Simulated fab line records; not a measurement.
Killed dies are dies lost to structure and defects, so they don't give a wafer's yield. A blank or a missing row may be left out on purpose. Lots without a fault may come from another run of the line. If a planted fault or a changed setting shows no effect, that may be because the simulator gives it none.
Matching of chambers    flow nand harc    NHARC_A_BLC_STRIP_21 on rie diel-12 has 4 sister chambers
The step strips in O2. 4 wafers are shown with their chamber, then 9 later ones without.

## WAFERS PAIRED WITH THEIR CHAMBERS
wafer   chamber  showerhead plenum p Torr (Torr)
L087.6  2        3.49
L089.6  0        3.30
L092.4  3        3.35
L092.5  1        3.40

## WAFERS WITH NO CHAMBER GIVEN
wafer   showerhead plenum p Torr (Torr)
L095.1  3.40
L095.2  3.30
L095.4  3.35
L097.2  3.40
L097.3  3.30
L097.4  3.48
L096.2  3.35
L096.3  3.40
L096.6  3.40

## CHAMBER TAKEN BY EACH
wafer   from the rows above  in truth
L095.1  1                    1
L095.2  0                    0
L095.4  3                    3
L097.2  1                    1
L097.3  0                    0
L097.4  2                    2
L096.2  3                    3
L096.3  1                    1
L096.6  1                    1
9 of 9 placed correctly. Number that these rows cannot place: 0. 0 placed wrongly.
How it was worked out, from the rows above alone: a wafer's distance from a chamber is the root of the sum, over the readings, of the square of ((its reading less the chamber's mean) divided by the reading's scatter). The wafer belongs to the nearest chamber; if the next one is less than 2 further off, it can't be placed. For every chamber, the mean is computed from those of its wafers that are shown. The scatter (one wafer shown for each chamber): square how far every hidden wafer sits from the nearest shown wafer, average those squares and take the square root.
